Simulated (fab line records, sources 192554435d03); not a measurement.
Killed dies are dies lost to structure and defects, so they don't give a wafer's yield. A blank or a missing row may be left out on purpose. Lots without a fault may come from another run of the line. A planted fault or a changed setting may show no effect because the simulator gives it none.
A struck lot beside a sound one | flow n5_finfet | 15 steps out of a route of 1938
Sound: wafers L576.1, L576.4, L576.6. Struck: wafers L575.1, L575.2, L575.4. The cause comes at the end.
At each step with rows: each side's tool, then ch and its chambers, then its first start. Under that, the readings that differ: sound wafers | struck wafers | difference of the means | sigmas: that difference in standard deviations of wafers without a fault.
alike: readings whose means differ by less than 2 such deviations, and words and numbers that are the same on both sides. not compared: withheld readings, readings that some wafer has no value for, bounds like >300 that may hide the same value, and numbers for which the record gives no deviation and whose values overlap.
The two part at a step that has a row with sigmas, a row that says differs or no value, or rows on one side only. Numbers that don't overlap but have no deviation are shown without sigmas and don't part them. A reading that every wafer of one side lacks parts them only if that side has two wafers or more.

N5_MOL_CONTACT_COAG_DESCUM_13: chemistry O2, time 7 s.
  sound on rie_diel-05 ch 0,2, day 10 09:19; struck on rie_diel-04 ch 2,3, day 10 04:43
  alike: drypump_motor_current_A, oes_product_au, rf_vpp_V, showerhead_plenum_p_Torr, throttle_valve_pct
  not compared: rf_hours_counter_h
then, 1 step without rows for these wafers: N5_MOL_CONTACT_COAG_ETCH_59 (etches underlayer in N2/H2, target depth 13 nm, time 10.4 s).
N5_MOL_CONTACT_COAG_ETCH_105: etches SiARC in CF4, target depth 15.6 nm, time 26 s.
  sound on rie_diel-05 ch 0,2, day 10 09:22; struck on rie_diel-04 ch 2,3, day 10 04:47
  alike: drypump_motor_current_A, etch_rf_on_time_s, oes_product_au, rf_vpp_V, showerhead_plenum_p_Torr, throttle_valve_pct
  not compared: rf_hours_counter_h
then, 5 steps without rows for these wafers: N5_MOL_CONTACT_COAG_ETCH_106 (etches SOC in N2/H2, target depth 80 nm, overetch 16 nm, time 120 s); N5_MOL_CONTACT_COAG_STRIP_107 (strips in N2/H2); N5_MOL_CONTACT_COAG_STRIP_108 (strips in N2/H2); N5_MOL_CONTACT_COAG_CONTACT_ETCH_14 (etches SiO2 in C4F6/O2, target depth 27.5 nm, overetch 8.5 nm, time 20 s); N5_MOL_CONTACT_COAG_STRIP_109 (strips in C4F6/O2).
N5_MOL_CONTACT_COAG_ETCH_15: etches SiNx in CH3F/O2, stops on Si:P, target depth 7 nm.
  sound on rie_diel-05 ch 0,2, day 10 09:31; struck on rie_diel-04 ch 2,3, day 10 04:56
  alike: drypump_motor_current_A, oes_o_777_au, oes_product_au, rf_vpp_V, showerhead_plenum_p_Torr, throttle_valve_pct
  not compared: rf_hours_counter_h
N5_MOL_CONTACT_COAG_ETCH_110: etches Si in CF4/O2, target depth 2.5 nm, time 8 s.
  sound on rie_diel-05 ch 0,2, day 10 09:35; struck on rie_diel-04 ch 2,3, day 10 05:00
  alike: drypump_motor_current_A, oes_o_777_au, oes_product_au, rf_vpp_V, showerhead_plenum_p_Torr, throttle_valve_pct
  not compared: rf_hours_counter_h
N5_MOL_CONTACT_COAG_STRIP_98: strips in N2/H2.
  sound on rie_diel-05 ch 0,2, day 10 09:38; struck on rie_diel-04 ch 2,3, day 10 05:03
  reading      | sound          | struck         | difference | sigmas
  rf_vpp_V (V) | 52.6 53.8 53.2 | 56.4 56.9 55.4 | +3.0       | +2
  alike: drypump_motor_current_A, oes_product_au, showerhead_plenum_p_Torr, throttle_valve_pct
  not compared: rf_hours_counter_h
N5_MOL_CONTACT_COAG_CD_MEAS_99: target cd 17.2 nm.
  sound on cd_sem-02, day 10 09:42; struck on cd_sem-02, day 10 05:07
  alike: cd_nm
N5_MOL_CONTACT_COAG_IMPLANT_129:
  sound on implanter-01 ch 0, day 10 09:44; struck on implanter-01, day 10 05:09
  no value came back on the struck wafers for beam_energy_keV, beam_on_s (s); on the sound wafers beam_energy_keV reads 2.9991 2.9987 3.0001
then, 1 step without rows for these wafers: N5_MOL_CONTACT_COAG_PRECLEAN_111 (cleans in NF3:NH3, afs cycles 1, time 20 s, sublimation time 60 s).
-- the record jumps here: 8 days lie between the struck wafers' starts before and after (it left off in module MOL_CONTACT_COAG and takes up again in module PASSIVATION, whose first step shown is number 1936 of the route) --
N5_PASSIVATION_PROBE_49:
  sound on prober-02, day 18 13:34; struck on prober-02, day 17 22:26
  reading         | sound    | struck   | difference | sigmas
  killed_at_M4_up | 29 22 28 | 15 18 14 | -11        | -2
  alike: killed_at_M0_to_M3, killed_at_contacts, killed_at_front_end, killed_at_other, killed_dies, killed_on_rim, killed_open, killed_short

WHERE THEY PART
First at N5_MOL_CONTACT_COAG_STRIP_98; last, within this record, at N5_PASSIVATION_PROBE_49.

WHY: what the simulator had put in
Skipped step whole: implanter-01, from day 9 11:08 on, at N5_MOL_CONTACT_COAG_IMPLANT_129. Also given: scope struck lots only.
